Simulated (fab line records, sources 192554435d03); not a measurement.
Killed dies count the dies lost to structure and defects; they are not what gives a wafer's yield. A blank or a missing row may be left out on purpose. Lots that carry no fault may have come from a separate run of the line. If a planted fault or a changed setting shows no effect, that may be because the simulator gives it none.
fab line records | flow n5-finfet
[record] lots = 9 wafers = 27 last-day = 19
route steps=1938 shown MOL_CONTACT_COAG@576 BEOL_M4@1111 PASSIVATION@1936
lots untouched by any fault: they come from a run of this same line in which no faults occurred
start-h: hours from the record's opening day to when the first of the lot's shown wafers began | wait-h: time in hours since the lot's previous step | " unchanged from the row above | L1.1+2: several wafers, shown together as one row | - either no value or no given start | * or withheld: withheld | < > ~ a bound
route shown NAME@n: names a module that has steps shown in the file, with the first one's number in the route | usual: mean/standard deviation of fault-free wafers | same: alike in all rows | chamber/n: place in a boat | sites: each site's reading | _std_site: their standard deviation | _edge_site: the outer-site mean with the inner-site mean subtracted | radius-mm: how far each site lies from the wafer's centre | mask NAME#n: copy n | behind: the tool/chamber that last shaped the wafer | hold: why the lot went on hold/how many hours it stayed there/how the hold came to an end | device: transistor that didn't switch, given as n, p or np | end of line: the same wafers' tests at the end of the route | a step given without rows: its recipe and nothing more | killed: dies that structure and defects cost at the first sort, which is not the same as the wafer's yield | map: dies across one wafer; x = killed, . = not, _ = none there
set.NAME: the run value of the setting; set.NAME@STEP: its run value at that earlier step | model.NAME: the simulator's own value behind a step, which no gauge read
steps of the route over a sample of lots; a table a step, a row a wafer
services: the hour from which a tool's chamber was out of use, counted from the record's first day as start-h (under 0 if before that day), plus the number of hours and why
[[steps]]
[step N5_MOL_CONTACT_COAG_DESCUM_88]
[recipe] chemistry = O2 time-s = 7 source-power-w = 50 bias-power-w = 20 pressure-mtorr = 20 rf-frequency-hz = 2.712e+07 temp-c = 40 resist = CAR-EUV o2-flow-sccm = 225
[usual] drypump-motor-current-A = 6.06/0.21 oes-product-au = 0.78/0.082 rf-vpp-V = 242.5/1.3 showerhead-plenum-p-Torr = 2.05/0.064 throttle-valve-pct = 20.42/0.26
// columns lot.wafer tool chamber start-h wait-h drypump-motor-current-A oes-product-au rf-hours-counter-h rf-vpp-V showerhead-plenum-p-Torr throttle-valve-pct
L732.2 rie-diel-02 1 106.75 0.0 6.27 0.67 234 241.9 1.96 20.59
L732.5 " 0 " " 6.26 0.88 - 241.9 2.06 20.39
L732.6 " 1 " " 6.26 0.68 - 241.4 1.96 20.58
L743.1 rie-diel-02 1 170.58 0.0 6.30 0.99 0 246.3 2.22 20.09
L743.2 " 3 " " 6.10 0.91 20 244.4 2.14 20.05
L743.4 " 2 " " 6.14 0.76 159 242.5 2.00 20.12
L744.3 rie-diel-02 1 173.56 0.0 6.31 0.98 1 245.4 2.22 20.10
L744.4 " 0 " " 6.30 0.84 51 241.5 2.05 20.42
L744.6 " 3 " " 6.08 0.93 - 243.2 2.14 20.02
L745.1 rie-diel-02 0 180.51 0.0 6.29 0.82 54 242.5 2.05 20.42
L745.3 " 2 " " 6.17 0.75 163 240.2 2.00 20.12
L745.5 " 0 " " 6.27 0.83 - 241.4 2.05 20.42
L746.1 rie-diel-02 2 188.37 0.0 6.22 0.75 165 240.0 2.00 20.12
L746.4 " 0 " " 6.29 0.83 57 242.4 2.05 20.43
L746.6 " 3 " " 6.15 0.90 - 244.8 2.14 20.04
L747.1 rie-diel-03 0 195.55 0.0 5.45 0.75 157 242.1 2.07 20.63
L747.2 " 2 " " 6.06 0.76 112 243.1 1.99 20.30
L747.4 " 3 " " 5.86 0.72 212 241.5 2.09 20.44
L749.1 rie-diel-04 0 208.57 0.0 5.97 0.68 238 239.9 2.00 20.45
L749.4 " 1 " " 6.07 0.74 160 239.5 2.04 20.81
L749.5 " 2 " " 5.83 0.69 - 242.3 2.05 20.78
L750.3 rie-diel-02 2 212.79 0.2 6.15 0.74 172 241.9 1.99 20.14
L750.4 " 0 " " 6.26 0.81 66 243.0 2.05 20.44
L750.6 " 3 " " 6.12 0.89 - 243.4 2.14 20.08
L753.1 rie-diel-03 3 231.76 0.0 5.87 0.72 224 242.1 2.09 20.46
L753.3 " 0 " " 5.46 0.75 169 243.2 2.07 20.65
L753.5 " 2 " " 6.06 0.75 - 241.4 1.99 20.32
[step N5_MOL_CONTACT_COAG_ETCH_47]
[recipe] chemistry = CH3F/O2 target = SiNx target-depth-a = 270 mask-material = SiO2 stop-on = W over-etch-frac = 0.2 ion-energy-ev = 120 endpoint = OES-CN pressure-mtorr = 30 source-w = 395 bias-w = 73 Ar_flow_sccm = 150 CH3F_flow_sccm = 30 O2_flow_sccm = 20 ends = end-point
[usual] CH3F_flow_sccm = 30.00/0.096 O2_flow_sccm = 20.00/0.052 drypump-motor-current-A = 6.01/0.23 etch-rf-on-time-s = 31.3/0.9 oes-product-au = 0.69/0.069 rf-vpp-V = 297/6.3 showerhead-plenum-p-Torr = 1.96/0.058 throttle-valve-pct = 16.38/0.2
// columns lot.wafer tool chamber start-h wait-h CH3F_flow_sccm O2_flow_sccm drypump-motor-current-A etch-rf-on-time-s oes-product-au rf-hours-counter-h rf-vpp-V showerhead-plenum-p-Torr throttle-valve-pct
L732.2 rie-diel-02 1 107.33 0.0 29.94 19.91 6.29 31.6 0.61 234 304 1.90 16.67
L732.5 " 1 " " 29.99 19.90 6.29 31.2 0.61 - 305 1.90 16.69
L732.6 " 2 " " 29.98 19.98 6.20 29.6 0.71 - 304 1.93 16.16
L743.1 rie-diel-02 0 171.46 0.0 - - - - - - - - -
L743.2 " 3 " " - - - - - - - - -
L743.4 " 2 " " - - - - - - - - -
L744.3 rie-diel-03 0 174.14 0.0 - - - - - - - - -
L744.4 " 2 " " - - - - - - - - -
L744.6 " 2 " " - - - - - - - - -
L745.1 rie-diel-02 0 181.09 0.0 - - - - - - - - -
L745.3 " 2 " " - - - - - - - - -
L745.5 " 3 " " - - - - - - - - -
L746.1 rie-diel-03 3 188.94 0.0 29.83 20.01 5.87 30.4 0.66 210 307 1.99 16.34
L746.4 " 0 " " 30.01 19.98 5.45 30.9 0.67 - 295 1.99 16.61
L746.6 " 2 " " 29.96 20.01 6.07 31.8 0.68 - 290 1.93 16.34
L747.1 rie-diel-02 2 196.13 0.0 30.07 19.96 6.17 30.1 0.68 167 300 1.92 16.20
L747.2 " 1 " " 29.86 19.95 6.26 30.1 0.85 9 310 2.15 16.18
L747.4 " 3 " " 29.93 20.04 6.10 30.2 0.80 29 298 2.06 16.00
L749.1 rie-diel-03 0 209.24 0.0 30.10 20.00 5.45 31.4 0.66 162 296 1.99 16.63
L749.4 " 1 " " 29.94 20.04 5.92 32.5 0.64 162 297 1.89 16.56
L749.5 " 0 " " 30.04 19.96 5.45 31.3 0.66 - 296 1.98 16.64
L750.3 rie-diel-03 0 213.44 0.0 30.01 20.06 5.46 31.6 0.67 163 295 1.99 16.64
L750.4 " 1 " " 29.96 20.01 5.94 32.5 0.63 163 297 1.89 16.57
L750.6 " 2 " " 30.05 20.04 6.07 32.4 0.68 - 292 1.93 16.36
L753.1 rie-diel-03 1 232.40 0.0 29.88 19.96 5.91 32.8 0.63 169 297 1.88 16.57
L753.3 " 3 " " 30.11 19.97 5.88 31.0 0.64 224 307 1.99 16.34
L753.5 " 2 " " 30.00 20.07 6.05 32.6 0.67 - 291 1.93 16.39
[step N5_MOL_CONTACT_COAG_STRIP_119]
[recipe] chemistry = N2/H2 time-s = 30 power-w = 1000 temp-c = 250 pressure-mtorr = withheld n2-flow-sccm = 1750 h2-flow-sccm = 3250
[usual] drypump-motor-current-A = 5.4/0.37 h2-flow-sccm = 3251/11 heater-power-w = 364/48
// columns lot.wafer tool chamber start-h wait-h drypump-motor-current-A h2-flow-sccm heater-power-w rf-hours-counter-h
L732.2 plasma-asher-01 1 107.41 0.1 5.1 3246 266 43
L732.5 " 1 " " 5.1 3246 269 -
L732.6 " 0 " " 5.6 3264 365 -
L743.1 plasma-asher-02 1 171.54 0.1 5.8 3238 420 100
L743.2 " 0 " " 5.0 3233 352 100
L743.4 " 1 " " 5.9 3248 414 -
L744.3 plasma-asher-02 0 174.24 0.1 5.0 3252 359 -
L744.4 " 1 " " 5.8 3256 424 -
L744.6 " 1 " " 5.8 3243 420 -
L745.1 plasma-asher-02 0 181.17 0.1 5.0 3243 356 102
L745.3 " 1 " " 5.9 3263 410 -
L745.5 " 0 " " 5.0 3245 357 -
L746.1 plasma-asher-01 1 189.02 0.1 5.2 3248 268 59
L746.4 " 0 " " 5.6 3261 369 -
L746.6 " 0 " " 5.6 3264 370 -
L747.1 plasma-asher-02 1 196.24 0.1 5.8 3257 410 105
L747.2 " 0 " " 5.0 3279 359 105
L747.4 " 1 " " 5.8 3244 420 -
L749.1 plasma-asher-02 1 209.32 0.1 5.8 3267 411 108
L749.4 " 0 " " 5.0 3258 351 -
L749.5 " 0 " " 5.0 3247 347 -
L750.3 plasma-asher-02 1 213.54 0.1 5.8 3242 419 -
L750.4 " 0 " " 5.0 3263 361 -
L750.6 " 0 " " 5.0 3254 349 -
L753.1 plasma-asher-01 0 232.48 0.1 5.6 3245 354 66
L753.3 " 1 " " 5.2 3236 269 -
L753.5 " 0 " " 5.6 3263 377 -
[step N5_MOL_CONTACT_COAG_CD_MEAS_40]
[recipe] target-cd-nm = 25.1 landing-energy-ev = 500 detector = se-inlens polarity = opening
[usual] cd-nm = 25.12/0.21
// columns lot.wafer tool chamber start-h wait-h cd-nm
L732.2 cd-sem-01 0 107.88 - 25.06
L732.5 " 0 " " 25.25
L732.6 " 0 " " 25.11
L743.1 cd-sem-03 0 172.01 - 25.23
L743.2 " 0 " " 25.09
L743.4 " 0 " " 25.14
L744.3 cd-sem-03 0 174.69 - 25.26
L744.4 " 0 " " 25.35
L744.6 " 0 " " 25.00
L745.1 cd-sem-03 0 181.64 - 24.80
L745.3 " 0 " " 25.24
L745.5 " 0 " " 24.82
L746.1 cd-sem-03 0 189.61 - 25.60
L746.4 " 0 " " 25.57
L746.6 " 0 " " 25.20
L747.1 cd-sem-02 0 196.71 - 25.08
L747.2 " 0 " " 25.39
L747.4 " 0 " " 24.80
L749.1 cd-sem-02 0 209.91 - 25.10
L749.4 " 0 " " 25.20
L749.5 " 0 " " 25.29
L750.3 cd-sem-03 0 214.11 - 25.48
L750.4 " 0 " " 25.12
L750.6 " 0 " " 25.17
L753.1 cd-sem-03 0 233.07 - 25.22
L753.3 " 0 " " 24.94
L753.5 " 0 " " 25.36
[step N5_BEOL_M4_RC_MEAS_101]
[usual] DIBL_N = 36.3/1.9 DIBL_P = 36.6/2.4 IOFF_N = 0.17/0.037 IOFF_P = 0.23/0.04 ION_N = 682/14 ION_P = 468/8.6 SS_N = 71.6/0.67 SS_P = 73.4/0.71 VT_N = 248/3.3 VT_P = -248.9/2.9
// columns lot.wafer tool chamber start-h wait-h DIBL_N[mV/V] DIBL_P[mV/V] IOFF_N[nA/um] IOFF_P[nA/um] ION_N[uA/um] ION_P[uA/um] SS_N[mV/dec] SS_P[mV/dec] VT_N[mV] VT_P[mV]
L732.2 prober-02 0 213.27 0.2 36.9 37.1 0.17 0.23 666 460 72.4 73.1 251 -250.3
L732.5 " 0 " " 39.7 39.7 0.26 0.29 687 468 72.9 74.1 242 -244.7
L732.6 " 0 " " 34.5 34.6 0.13 0.19 652 454 70.9 72.6 254 -249.8
L747.1 prober-01 0 295.69 0.0 37.4 38.4 0.19 0.25 677 463 71.4 74.8 246 -245.6
L747.2 " 0 " " 38.9 39.7 0.24 0.29 692 469 72.0 74.4 243 -246.7
L747.4 " 0 " " 36.1 36.4 0.17 0.22 676 465 71.7 73.8 249 -247.4
L746.1 prober-01 0 310.65 0.0 37.7 39.2 0.20 0.25 690 472 71.7 73.4 245 -248.1
L746.4 " 0 " " 39.6 40.3 0.25 0.26 694 473 72.6 74.0 247 -247.4
L746.6 " 0 " " 38.3 38.9 0.20 0.24 688 468 72.4 73.3 251 -251.3
L749.1 prober-02 0 349.91 0.0 34.7 35.9 0.16 0.20 686 472 70.5 73.4 249 -247.2
L749.4 " 0 " " 36.2 37.6 0.18 0.23 680 467 71.6 73.6 247 -247.7
L749.5 " 0 " " 33.2 33.2 0.12 0.16 660 459 71.8 72.7 254 -251.3
L750.3 prober-01 0 352.17 0.3 37.1 35.5 0.17 0.25 677 473 72.8 73.9 250 -244.3
L750.4 " 0 " " 36.6 34.8 0.16 0.24 701 484 72.0 74.0 245 -246.2
L750.6 " 0 " " 38.4 37.9 0.21 0.29 707 489 72.0 74.2 246 -245.7
L753.1 prober-02 0 354.11 0.0 38.4 38.1 0.21 0.25 678 456 72.1 74.1 246 -249.8
L753.3 " 0 " " 37.6 37.3 0.19 0.23 691 466 71.6 73.4 248 -249.7
L753.5 " 0 " " 39.3 38.2 0.21 0.24 688 461 72.5 73.4 245 -248.9
[step N5_PASSIVATION_PROBE_49]
[usual] defect-limited-yield = 91.2/1.5 killed_at_M0_to_M3 = 35/12 killed_at_M4_up = 14/5.1 killed-at-contacts = 13/6 killed-at-front-end = 38/12 killed-at-other = 4/3.5 killed-dies = 104/18 killed-on-rim = 13/3.7 killed-open = 68/13 killed-short = 33/8.1 sort_bin_5_function = 5.2/1 sort_bin_6_memory = 3.2/0.69 sort_bin_8_speed = 0.01/0.051 sort-n-pass = 1076/18 sort-yield-pct = 91.2/1.5
[same] gross-dies = 1180 killed-at-back-side = 0 sort_bin_4_leakage[%] = 0
// columns lot.wafer tool chamber start-h wait-h defect-limited-yield[%] killed_at_M0_to_M3 killed_at_M4_up killed-at-contacts killed-at-front-end killed-at-other killed-dies killed-on-rim killed-open killed-short sort_bin_5_function[%] sort_bin_6_memory[%] sort_bin_8_speed[%] sort-n-pass sort-yield-pct[%]
L744.3 prober-01 - 380.88 0.1 0 16 19 1111 33 1 1180 152 46 25 97.0 2.8 0 0 0
L744.4 prober-01 - 380.93 0.2 0 24 13 1095 43 5 1180 152 50 37 96.9 2.6 0 0 0
L744.6 prober-01 - 381.03 0.3 0 34 14 1084 46 2 1180 152 66 38 96.4 3.4 0 0 0
L743.1 prober-02 - 386.71 0.0 0 60 25 1048 40 7 1180 152 95 40 95.8 4.0 0 0 0
L743.2 prober-02 - 386.76 0.1 0 48 15 1083 32 2 1180 152 62 47 95.5 4.2 0 0 0
L743.4 prober-02 - 386.86 0.2 0 60 7 1074 34 5 1180 152 78 31 96.2 3.3 0 0 0
L745.1 prober-02 - 403.22 0.0 0 34 11 1097 31 7 1180 152 58 29 97.2 2.5 0 0 0
L745.3 prober-02 - 403.32 0.1 0 57 9 1089 20 5 1180 152 62 40 96.7 2.9 0 0 0
L745.5 prober-02 - 403.42 0.2 0 54 11 1095 15 5 1180 152 56 36 96.2 3.5 0 0 0
L746.1 prober-02 - 409.58 0.0 92.9 36 11 8 28 1 84 14 64 16 4.0 2.9 0 1096 92.9
L746.4 prober-02 - 409.73 0.2 92.3 23 12 9 47 0 91 17 59 31 4.7 2.7 0 1089 92.3
L746.6 prober-02 - 409.83 0.3 92.5 32 7 4 46 0 89 11 60 26 3.6 3.3 0 1091 92.5
L749.1 prober-02 - 453.79 0.0 92.5 31 7 11 39 1 89 15 52 28 4.6 2.0 0 1091 92.5
L749.4 prober-02 - 453.94 0.2 91.4 37 9 13 36 6 101 15 64 36 4.7 3.4 0 1079 91.4
L749.5 prober-02 - 453.99 0.2 93.1 29 14 8 30 1 82 17 46 27 4.1 1.9 0.08 1098 93.1
// killed by level:class
L744.3 MOL_CONTACT_COAG:area-etch=1106 BEOL_M4:geometric-particle:open=10 FIN_SAQP:geometric-particle:open=6 GATE_CUT:geometric-particle:short=6 FIN_SAQP:geometric-particle:short=5 STI_FIN_REVEAL:geometric-particle:open=5 BEOL_M1:geometric-particle:open=4 BEOL_M2:geometric-particle:open=4
L744.4 MOL_CONTACT_COAG:area-etch=1089 STI_FIN_REVEAL:geometric-particle:open=11 FIN_SAQP:geometric-particle:short=8 DUMMY_GATE:geometric-particle:open=6 MOL_CONTACT_COAG:geometric-particle:open=6 BEOL_M0_SAQP:geometric-particle:short=6 BEOL_M3:geometric-particle:open=5 STARTING-WAFER:geometric-particle:short=5
L744.6 MOL_CONTACT_COAG:area-etch=1076 STI_FIN_REVEAL:geometric-particle:open=12 FIN_SAQP:geometric-particle:open=8 FIN_SAQP:geometric-particle:short=8 BEOL_M0_SAQP:geometric-particle:open=8 MOL_CONTACT_COAG:geometric-particle:open=7 BEOL_M3:geometric-particle:open=7 BEOL_M4:geometric-particle:open=7
L743.1 MOL_CONTACT_COAG:area-etch=1043 BEOL_M3:geometric-particle:open=14 BEOL_M4:geometric-particle:open=14 BEOL_M0_SAQP:geometric-particle:short=13 BEOL_M0_SAQP:geometric-particle:open=13 BEOL_M2:geometric-particle:open=10 DUMMY_GATE:geometric-particle:open=6 FIN_SAQP:geometric-particle:open=5
L743.2 MOL_CONTACT_COAG:area-etch=1071 BEOL_M3:geometric-particle:open=12 MOL_CONTACT_COAG:geometric-particle:open=10 FIN_SAQP:geometric-particle:short=8 BEOL_M0_SAQP:geometric-particle:short=8 BEOL_M2:geometric-particle:short=8 FIN_SAQP:geometric-particle:open=7 BEOL_M3:geometric-particle:short=6
L743.4 MOL_CONTACT_COAG:area-etch=1071 BEOL_M3:geometric-particle:open=14 BEOL_M2:geometric-particle:open=13 FIN_SAQP:geometric-particle:short=12 FIN_SAQP:geometric-particle:open=10 BEOL_M0_SAQP:geometric-particle:open=8 BEOL_M0:geometric-particle:open=7 BEOL_M0_SAQP:geometric-particle:short=6
L745.1 MOL_CONTACT_COAG:area-etch=1091 BEOL_M2:geometric-particle:open=12 BEOL_M3:geometric-particle:open=8 MOL_CONTACT_COAG:geometric-particle:open=6 STARTING-WAFER:geometric-particle:open=5 GATE_CUT:geometric-particle:open=4 GATE_CUT:geometric-particle:short=4 PAD_METAL:geometric-particle:short=4
L745.3 MOL_CONTACT_COAG:area-etch=1078 BEOL_M1:geometric-particle:short=13 BEOL_M1:geometric-particle:open=9 MOL_CONTACT_COAG:geometric-particle:open=9 FIN_SAQP:geometric-particle:short=8 BEOL_M2:geometric-particle:open=8 BEOL_M3:geometric-particle:open=8 BEOL_M0_SAQP:geometric-particle:open=6
L745.5 MOL_CONTACT_COAG:area-etch=1087 BEOL_M3:geometric-particle:open=13 BEOL_M2:geometric-particle:open=13 BEOL_M0_SAQP:geometric-particle:short=9 FIN_SAQP:geometric-particle:short=7 MOL_CONTACT_COAG:geometric-particle:open=5 BEOL_M0_SAQP:geometric-particle:open=5 STI_FIN_REVEAL:geometric-particle:open=4
L746.1 STI_FIN_REVEAL:geometric-particle:open=9 BEOL_M3:geometric-particle:open=8 MOL_CONTACT_COAG:geometric-particle:open=7 BEOL_M1:geometric-particle:open=6 BEOL_M0_SAQP:geometric-particle:short=5 BEOL_M0_SAQP:geometric-particle:open=5 BEOL_M2:geometric-particle:open=5 BEOL_M4:geometric-particle:open=5
L746.4 STI_FIN_REVEAL:geometric-particle:open=12 GATE_CUT:geometric-particle:short=9 MOL_CONTACT_COAG:geometric-particle:open=8 FIN_SAQP:geometric-particle:short=6 BEOL_M3:geometric-particle:open=6 BEOL_M1:geometric-particle:open=6 GATE_CUT:geometric-particle:open=5 DUMMY_GATE:geometric-particle:open=4
L746.6 STI_FIN_REVEAL:geometric-particle:open=10 GATE_CUT:geometric-particle:open=10 BEOL_M1:geometric-particle:open=9 DUMMY_GATE:geometric-particle:open=8 BEOL_M2:geometric-particle:open=6 BEOL_M0_SAQP:geometric-particle:open=5 GATE_CUT:geometric-particle:short=4 MOL_CONTACT_COAG:geometric-particle:open=4
L749.1 MOL_CONTACT_COAG:geometric-particle:open=10 HKMG_FIN:area-etch=9 BEOL_M1:geometric-particle:open=7 STI_FIN_REVEAL:geometric-particle:open=6 BEOL_M0_SAQP:geometric-particle:short=6 BEOL_M1:geometric-particle:short=5 BEOL_M4:geometric-particle:open=5 STARTING-WAFER:geometric-particle:short=5
L749.4 MOL_CONTACT_COAG:geometric-particle:open=11 BEOL_M3:geometric-particle:open=10 BEOL_M2:geometric-particle:open=9 FIN_SAQP:geometric-particle:open=8 STI_FIN_REVEAL:geometric-particle:open=8 STARTING-WAFER:geometric-particle:short=7 BEOL_M0_SAQP:geometric-particle:short=5 BEOL_M0_SAQP:geometric-particle:open=4
L749.5 MOL_CONTACT_COAG:geometric-particle:open=8 BEOL_M0_SAQP:geometric-particle:short=8 BEOL_M3:geometric-particle:open=8 HKMG_FIN:area-etch=8 BEOL_M4:geometric-particle:short=6 BEOL_M0_SAQP:geometric-particle:open=4 GATE_CUT:geometric-particle:short=3 GATE_CUT:geometric-particle:open=3
[[services]]
// columns tool chamber start-h hours kind
rie-diel-03 - 83.71 14.6 pm
rie-diel-04 2 100.26 10.0 repair
rie-diel-03 1 100.86 6.7 repair
plasma-asher-01 - 101.59 0.5 repair
rie-diel-02 3 102.85 - clean
rie-diel-02 3 102.85 - consumable-replace:focus-ring
rie-diel-02 3 102.85 13.7 scheduled-down
rie-diel-02 3 102.85 13.7 vent-cycle
rie-diel-02 1 151.07 - clean
rie-diel-02 1 151.07 - consumable-replace:focus-ring
rie-diel-02 1 151.07 - consumable-replace:showerhead
rie-diel-02 1 151.07 18.1 scheduled-down
rie-diel-02 1 151.07 18.1 vent-cycle
plasma-asher-01 - 179.22 1.0 repair
rie-diel-04 1 184.51 1.2 repair
plasma-asher-01 - 193.67 5.8 repair
rie-diel-04 2 219.63 4.6 repair
rie-diel-04 2 228.76 - clean
rie-diel-04 2 228.76 - consumable-replace:focus-ring
rie-diel-04 2 228.76 14.8 scheduled-down
rie-diel-04 2 228.76 14.8 vent-cycle
[[key]]
[first-sign] step = N5_MOL_CONTACT_COAG_ETCH_47 reading = tool-record direction = missing
[effect] step = N5_PASSIVATION_PROBE_49 reading = killed-at-contacts direction = up sigmas = 99+ usual = 13 struck = 1086
[more-kills-born-at] N5_MOL_CONTACT_COAG_ETCH_47@rie-diel-02 = 6438 N5_MOL_CONTACT_COAG_ETCH_47@rie-diel-03 = 3268
met-at N5_MOL_CONTACT_COAG_ETCH_47
struck-lots L743,L744,L745
later-rows-left-out L743.1,L743.2,L743.4,L744.3,L744.4,L744.6,L745.1,L745.3,L745.5
not-acting-at N5_MOL_CONTACT_COAG_DESCUM_88,N5_MOL_CONTACT_COAG_STRIP_119,N5_MOL_CONTACT_COAG_CD_MEAS_40
onset-between 107.33 171.46
[fault] kind = skipped-step-whole tool = rie-diel-02,rie-diel-03 chamber = - onset-h = 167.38 steps = N5_MOL_CONTACT_COAG_ETCH_47 scope = struck-lots-only
// later-rows-left-out: the simulator's readings of these wafers behind a module that went badly wrong aren't trusted and aren't shown, but for the sort
